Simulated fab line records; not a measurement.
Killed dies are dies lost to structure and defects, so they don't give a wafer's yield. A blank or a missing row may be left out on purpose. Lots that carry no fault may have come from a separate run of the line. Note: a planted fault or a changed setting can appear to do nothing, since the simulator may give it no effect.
Struck lot and sound lot, side by side ; flow n5 finfet ; 15 out of 1938 route steps
Sound: these wafers, L828.3, L828.5, L828.6. Wafers L840.2, L840.3, L840.6 were the ones struck. The cause is named last.
Per side, at each step with rows, come the tool, then ch with its chambers, and then its first start. Under that, the readings that differ: sound wafers ; struck wafers ; difference of the means ; sigmas: that difference in standard deviations of wafers without a fault.
alike: readings whose means differ by less than 2 such deviations, and words and numbers that are the same on both sides. not compared: withheld readings, readings that some wafer has no value for, bounds like >300 that may hide the same value, and numbers for which the record gives no deviation and whose values overlap.
Wherever a step has rows on one side only, a row that says differs or no value, or a row with sigmas, the two part there. Non-overlapping numbers with no deviation appear without sigmas and do not part them. A reading that every wafer of one side lacks parts them only if that side has two wafers or more.

first, 4 steps without rows for these wafers: N5_MOL_CONTACT_COAG_SOFTBAKE_79 (time 60 s); N5_MOL_CONTACT_COAG_EXPOSE_81 (exposes mask VG, defocus 0 nm); N5_MOL_CONTACT_COAG_PEB_82 (peb time 60 s); N5_MOL_CONTACT_COAG_DEVELOP_83 (develop time 30 s).
N5_MOL_CONTACT_COAG_CD_MEAS_84: the cd target is 25.1 nm.
  sound on cd sem-03 ch 0, day 5 19:33; struck on cd sem-01 ch 0, day 9 03:05
  alike: cd nm
N5_MOL_CONTACT_COAG_OVL_MEAS_85:
  sound on overlay-01 ch 0, day 5 19:35; struck on overlay-01 ch 0, day 9 03:07
  alike: VG_OVL
N5_MOL_CONTACT_COAG_INSPECT_57: inspects for defects (brightfield).
  sound on defect inspect-02 at day 5 19:38; struck on defect inspect-01 at day 9 03:10
  alike: raw defect count
N5_MOL_CONTACT_COAG_DESCUM_88: chemistry O2, time 7 s.
  sound on rie diel-03 ch 1,3, day 5 19:40; struck on rie diel-05 ch 2,3, day 9 03:13
reading;sound;struck;difference;sigmas
oes product au (a.u.);0.95 0.90 0.95;0.70 0.68 0.70;-0.24;-3
  alike: chamber pressure mTorr, drypump motor current A, rf vpp V, showerhead plenum p Torr, throttle valve pct
  not compared: rf hours counter h
N5_MOL_CONTACT_COAG_ETCH_89: etches underlayer in N2/H2, target depth 13 nm, time 10.4 s.
  sound on rie diel-03 ch 1,3, day 5 19:42; struck on rie diel-05 ch 2,3, day 9 03:15
reading;sound;struck;difference;sigmas
etch rf on time s (s);10.12 10.01 10.15;10.78 10.55 10.77;+0.61;+3
oes product au (a.u.);0.80 0.77 0.80;0.59 0.59 0.58;-0.20;-3
  alike: chamber pressure mTorr, drypump motor current A, h2 flow sccm, rf fwd power W, rf vpp V, showerhead plenum p Torr, throttle valve pct
  not compared: rf hours counter h
N5_MOL_CONTACT_COAG_ETCH_90: etches SiARC in CF4, target depth 13 nm, time 21.7 s.
  sound on rie diel-03 ch 1,3, day 5 19:43; struck on rie diel-05 ch 2,3, day 9 03:16
reading;sound;struck;difference;sigmas
oes product au (a.u.);0.81 0.78 0.81;0.59 0.58 0.60;-0.21;-3
  alike: chamber pressure mTorr, drypump motor current A, etch rf on time s, rf fwd power W, rf vpp V, showerhead plenum p Torr, throttle valve pct
  not compared: rf hours counter h
N5_MOL_CONTACT_COAG_ALD_131: deposits SiO2, target thk 5 nm, pulse time 1 s, co reactant pulse time 1 s.
  sound on ald sin-04 ch 2,3, day 5 19:58; struck on ald sin-02 ch 2,3, day 9 03:21
  alike: heater power w, precursor pulse height rel
N5_MOL_CONTACT_COAG_ETCHBACK_132: etches SiO2 in CHF3, target depth 10 nm, time 6.7 s.
  sound on rie diel-03 ch 0,1,3, day 5 20:17; struck on rie diel-03 ch 0,2, day 9 03:32
  alike: chamber pressure mTorr, drypump motor current A, oes product au, rf vpp V, showerhead plenum p Torr, throttle valve pct
  not compared: rf hours counter h
N5_MOL_CONTACT_COAG_ETCH_91: etches SOC in N2/H2, target depth 60 nm, overetch 21 nm, time 101.2 s.
  sound on rie diel-03 ch 0,1,3, day 5 20:20; struck on rie diel-03 ch 0,2, day 9 03:34
reading;sound;struck;difference;sigmas
rf fwd power W (W);835.1 833.6 839.0;1037.8 1033.4 1035.0;+199.5;+74
rf vpp V (V);525.0 521.4 523.1;486.4 489.3 486.3;-35.8;-16
model.SiARC_of_MOL_CONTACT_COAG_COAT_76.thk nm (nm);6 5.8 5.8;5.4 5.4 5.4;-0.5;
  alike: chamber pressure mTorr, drypump motor current A, h2 flow sccm, oes product au, showerhead plenum p Torr, throttle valve pct
  not compared: rf hours counter h
then, 1 step without rows for these wafers: N5_MOL_CONTACT_COAG_STRIP_92 (strips in N2/H2).
-- record jumps: 7 days separate the struck wafers' starts on either side; left off in module MOL_CONTACT_COAG, taken up again in module PASSIVATION, whose first shown step is the route's number 1936 --
N5_PASSIVATION_PROBE_49:
  sound on prober-01 at day 12 06:37; struck on prober-01 at day 16 09:26
  alike: killed_at_M0_to_M3, killed_at_M4_up, killed at contacts, killed at front end, killed at other, killed dies, killed open, killed short

WHERE THEY PART
First at N5_MOL_CONTACT_COAG_DESCUM_88; last, within this record, at N5_MOL_CONTACT_COAG_ETCH_91. Later steps at which nothing parts them and some readings are alike: N5_PASSIVATION_PROBE_49.

WHY: whatever the simulator had introduced
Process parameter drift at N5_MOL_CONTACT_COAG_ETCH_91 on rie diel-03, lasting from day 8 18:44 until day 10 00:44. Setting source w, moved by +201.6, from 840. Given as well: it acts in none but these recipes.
